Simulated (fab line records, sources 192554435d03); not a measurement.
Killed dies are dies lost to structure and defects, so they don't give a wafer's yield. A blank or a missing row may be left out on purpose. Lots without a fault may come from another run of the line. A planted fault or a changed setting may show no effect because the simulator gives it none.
fab line records | flow n5_finfet | part 2 of 2: steps 26 to 38 of 38
record lots=5 wafers=15 last_day=17
route steps=1938 shown BEOL_M0@725 BEOL_M1@751
lots that met no fault: from a run of the same line without faults
start_h: hours from the record's first day to the start of the lot's first wafer shown | wait_h: hours since the lot's step before | " the same as in the row above | L1.1+2: a row that stands for several wafers | - no value, or no start given | * or withheld: withheld | < > ~ a bound
route shown NAME@n: a module of which the file shows steps, and the number in the route of the first | usual: mean/standard deviation of fault-free wafers | same: alike in all rows | chamber/n: place in a boat | sites: the reading at each site | _std_site: their standard deviation | _edge_site: outer sites' mean less inner sites' | radius_mm: how far each site lies from the wafer's centre | mask NAME#n: copy n | behind: the tool/chamber that last shaped the wafer | hold: why the lot was held/for how many hours/how that ended | device: the transistor (n, p or np) that didn't switch | end of line: the same wafers' tests at the end of the route | a step without rows: its recipe alone | killed: dies lost to structure and defects at the first sort, not the wafer's yield | map: a wafer's dies, x killed, . not, _ none there
set.NAME: the setting as run; set.NAME@STEP: as run at that earlier step | model.NAME: the simulator's own value behind a step, which no gauge read
lots at some steps of the route; a table a step, a row a wafer
services: from which hour (start_h, from the record's first day; less than 0 if before it) a tool's chamber was out of use, for how many hours, and why
## steps
# step N5_BEOL_M1_ILD_DEP_00
# recipe material=SiOC target_thk_a=790 temp_c=350 precursor=DEMS/O2 pressure_torr=5 rf_w=500 time_s=15.3
# usual heater_power_w=505/57 showerhead_plenum_p_Torr=5.703/0.014 throttle_valve_pct=11.5/0.47
# columns lot.wafer tool chamber start_h wait_h heater_power_w showerhead_plenum_p_Torr throttle_valve_pct
L080.1 pecvd-01 1 157.65 0.0 605 5.701 11.9
L080.2 " 0 " " 526 5.698 11.4
L080.6 " 1 " " 601 5.694 11.8
L082.1 pecvd-01 1 168.20 0.0 549 5.704 11.9
L082.4 " 1 " " 549 5.694 11.8
L082.5 " 0 " " 540 5.718 11.4
L084.2 pecvd-01 1 185.22 0.0 524 5.706 11.7
L084.5 " 2 " " 527 5.730 10.4
L084.6 " 1 " " 497 5.719 11.4
L085.2 pecvd-01 2 187.21 0.0 439 5.744 10.7
L085.3 " 1 " " 596 5.713 11.7
L085.5 " 1 " " 604 5.703 11.6
L094.1 pecvd-02 0 245.22 0.0 375 5.694 11.8
L094.4 " 1 " " 488 5.700 11.2
L094.6 " 0 " " 383 5.689 11.6
# step N5_BEOL_M1_THK_MEAS_01
# recipe reads=SiOC_of_BEOL_M1_ILD_DEP_00
# usual M1_ILD_THK=78.7/0.99
# columns lot.wafer tool chamber start_h wait_h M1_ILD_THK[nm]
L080.1 film_metro-01 - 157.72 0.0 78.0
L080.2 " - " " 77.9
L080.6 " - " " 79.2
L082.1 film_metro-01 - 168.28 0.1 77.4
L082.4 " - " " 78.1
L082.5 " - " " 79.0
L084.2 film_metro-01 - 185.29 0.1 77.7
L084.5 " - " " 79.6
L084.6 " - " " 78.6
L085.2 film_metro-01 - 187.28 0.1 78.8
L085.3 " - " " 77.9
L085.5 " - " " 78.9
L094.1 film_metro-01 - 245.29 0.0 78.5
L094.4 " - " " 79.9
L094.6 " - " " 79.8
# step N5_BEOL_M1_PECVD_72
# recipe material=SiO2 target_thk_a=160 temp_c=400 precursor=TEOS/O2 pressure_torr=5.5 rf_w=450 teos_flow_sccm=53.8 gas=O2 flow_sccm=3000 time_s=18
# usual heater_power_w=703/79 showerhead_plenum_p_Torr=8.82/0.068 throttle_valve_pct=22.1/1.2
# columns lot.wafer tool chamber start_h wait_h heater_power_w showerhead_plenum_p_Torr throttle_valve_pct
L080.1 pecvd-03 2 157.75 0.0 609 8.89 22.3
L080.2 " 0 " " 732 8.74 21.8
L080.6 " 2 " " 579 8.94 22.3
L082.1 pecvd-01 2 168.32 0.0 685 8.91 20.0
L082.4 " 2 " " 669 8.90 20.0
L082.5 " 1 " " 835 8.80 22.3
L084.2 pecvd-03 0 185.33 0.0 641 8.78 21.4
L084.5 " 0 " " 646 8.76 21.4
L084.6 " 2 " " 637 8.90 22.4
L085.2 pecvd-03 1 187.31 0.0 698 8.73 23.7
L085.3 " 2 " " 659 8.89 22.5
L085.5 " 1 " " 546 8.73 23.9
L094.1 pecvd-03 2 245.32 0.0 647 8.90 23.0
L094.4 " 2 " " 635 8.89 22.7
L094.6 " 2 " " 671 8.90 22.6
# step N5_BEOL_M1_HM_DEP_02
# recipe material=TiN target_thk_a=200 temp_c=25 chamber_pressure_pa=0.49996
# usual throttle_valve_pct=30.0/1.2
# columns lot.wafer tool chamber start_h wait_h throttle_valve_pct
L080.1 pvd_sputter-03 - 157.81 0.0 28.6
L080.2 " - " " 29.1
L080.6 " - " " 28.4
L082.1 pvd_sputter-01 - 172.29 4.0 31.3
L082.4 " - " " 29.8
L082.5 " - " " 31.4
L084.2 pvd_sputter-01 - 185.60 0.3 28.1
L084.5 " - " " 30.4
L084.6 " - " " 28.0
L085.2 pvd_sputter-03 - 188.75 1.4 29.1
L085.3 " - " " 28.9
L085.5 " - " " 29.0
L094.1 pvd_sputter-01 - 246.28 0.9 30.1
L094.4 " - " " 30.1
L094.6 " - " " 28.2
# step N5_BEOL_M1_COAT_61
# recipe resist=SOC temp_c=250 time_s=60 spin_rpm=1500 resist_thk_nm=60
# columns lot.wafer tool chamber start_h wait_h
L080.1+2+6 litho_track-04 0 157.94 0.1
L082.1+4+5 litho_track-04 0 172.42 0.1
L084.2+5+6 litho_track-02 0 185.72 0.1
L085.2+3+5 litho_track-04 0 188.87 0.1
L094.1+4+6 litho_track-04 0 246.41 0.1
# step N5_BEOL_M1_COAT_62
# recipe resist=SiARC temp_c=220 time_s=60 spin_rpm=1500 resist_thk_nm=12
# columns lot.wafer tool chamber start_h wait_h
L080.1+2+6 litho_track-04 0 - -
L082.1+4+5 litho_track-04 0 - -
L084.2+5+6 litho_track-02 0 - -
L085.2+3+5 litho_track-04 0 - -
L094.1+4+6 litho_track-04 0 - -
# step N5_BEOL_M1_COAT_73
# recipe resist=underlayer temp_c=205 time_s=60 spin_rpm=1500 resist_thk_nm=5
# columns lot.wafer tool chamber start_h wait_h
L080.1+2+6 litho_track-04 0 - -
L082.1+4+5 litho_track-04 0 - -
L084.2+5+6 litho_track-02 0 - -
L085.2+3+5 litho_track-04 0 - -
L094.1+4+6 litho_track-04 0 - -
# step N5_BEOL_M1_COAT_05
# recipe resist=CAR-EUV spin_rpm=1500 resist_thk_nm=30
# columns lot.wafer tool chamber start_h wait_h
L080.1+2+6 litho_track-04 0 - -
L082.1+4+5 litho_track-04 0 - -
L084.2+5+6 litho_track-02 0 - -
L085.2+3+5 litho_track-04 0 - -
L094.1+4+6 litho_track-04 0 - -
# step N5_BEOL_M1_EBR_07
# recipe solvent=PGMEA ebr_width_mm=1.5
# columns lot.wafer tool chamber start_h wait_h
L080.1+2+6 litho_track-04 0 - -
L082.1+4+5 litho_track-04 0 - -
L084.2+5+6 litho_track-02 0 - -
L085.2+3+5 litho_track-04 0 - -
L094.1+4+6 litho_track-04 0 - -
# step N5_BEOL_M1_SOFTBAKE_06
# recipe temp_c=110 time_s=60 resist=CAR-EUV
# columns lot.wafer tool chamber start_h wait_h
L080.1+2+6 litho_track-04 0 - -
L082.1+4+5 litho_track-04 0 - -
L084.2+5+6 litho_track-02 0 - -
L085.2+3+5 litho_track-04 0 - -
L094.1+4+6 litho_track-04 0 - -
# step N5_BEOL_M1_EXPOSE_08
# recipe mask_id=M1 na=0.33 source_shape=dipole sigma_inner=0.369 sigma_outer=0.767 polarization=unpolarized dose_mj=33
# usual reticle_temp_C=22.98/0.11
# columns lot.wafer tool chamber start_h wait_h mask reticle_temp_C
L080.1 euv_scanner-02 0 158.07 - M1#0 22.87
L080.2 " 0 " " M1#0 23.11
L080.6 " 0 " " M1#0 23.09
L082.1 euv_scanner-02 0 172.55 - M1#0 22.99
L082.4 " 0 " " M1#0 23.04
L082.5 " 0 " " M1#0 23.06
L084.2 euv_scanner-02 0 185.99 - M1#0 22.96
L084.5 " 0 " " M1#0 22.94
L084.6 " 0 " " M1#0 22.87
L085.2 euv_scanner-01 0 190.00 - M1#0 22.96
L085.3 " 0 " " M1#0 23.06
L085.5 " 0 " " M1#0 23.02
L094.1 euv_scanner-02 0 246.54 - M1#0 22.95
L094.4 " 0 " " M1#0 23.08
L094.6 " 0 " " M1#0 23.00
# step N5_BEOL_M1_PEB_09
# recipe peb_temp_c=100 peb_time_s=60 resist=CAR-EUV
# columns lot.wafer tool chamber start_h wait_h
L080.1+2+6 litho_track-03 0 158.13 0.1
L082.1+4+5 litho_track-02 0 172.61 0.1
L084.2+5+6 litho_track-03 0 186.04 0.0
L085.2+3+5 litho_track-02 0 190.11 0.1
L094.1+4+6 litho_track-02 0 246.60 0.1
# step N5_BEOL_M1_DEVELOP_10
# recipe develop_time_s=30 developer=TMAH resist=CAR-EUV rinse_liquid=surfactant_rinse dry=air_spin dev_temp_c=23
# columns lot.wafer tool chamber start_h wait_h
L080.1+2+6 litho_track-03 0 - -
L082.1+4+5 litho_track-02 0 - -
L084.2+5+6 litho_track-03 0 - -
L085.2+3+5 litho_track-02 0 - -
L094.1+4+6 litho_track-02 0 - -
## services
# columns tool chamber start_h hours kind
pvd_sputter-01 - 137.17 2.2 repair
pecvd-01 - 139.51 14.6 pm
cvd_co-01 0 141.80 9.5 repair
wet_bench-06 - 148.52 2.5 repair
euv_scanner-01 - 150.10 1.0 pm
euv_scanner-02 0 160.37 - calibration
cmp-01 - 174.35 9.1 pm
pecvd-03 0 186.08 5.0 scheduled_down
rie_diel-03 3 189.80 9.6 repair
euv_scanner-02 - 194.34 1.0 pm
ecd_cu-02 - 197.39 1.2 repair
cmp-04 - 199.73 4.0 pm
cmp-04 - 204.42 1.4 repair
euv_scanner-01 - 206.25 1.0 pm
ecd_cu-01 - 211.64 6.7 repair
cmp-04 - 218.83 0.5 repair
rie_diel-03 - 219.02 2.8 pm
ecd_cu-01 - 225.64 3.8 repair
pecvd-03 0 227.38 25.5 repair
pvd_sputter-01 - 231.67 2.2 repair
pvd_sputter-01 - 236.50 2.7 repair
euv_scanner-01 - 238.70 23.5 repair
pecvd-01 0 239.72 2.1 scheduled_down
ecd_cu-01 - 241.97 5.3 pm
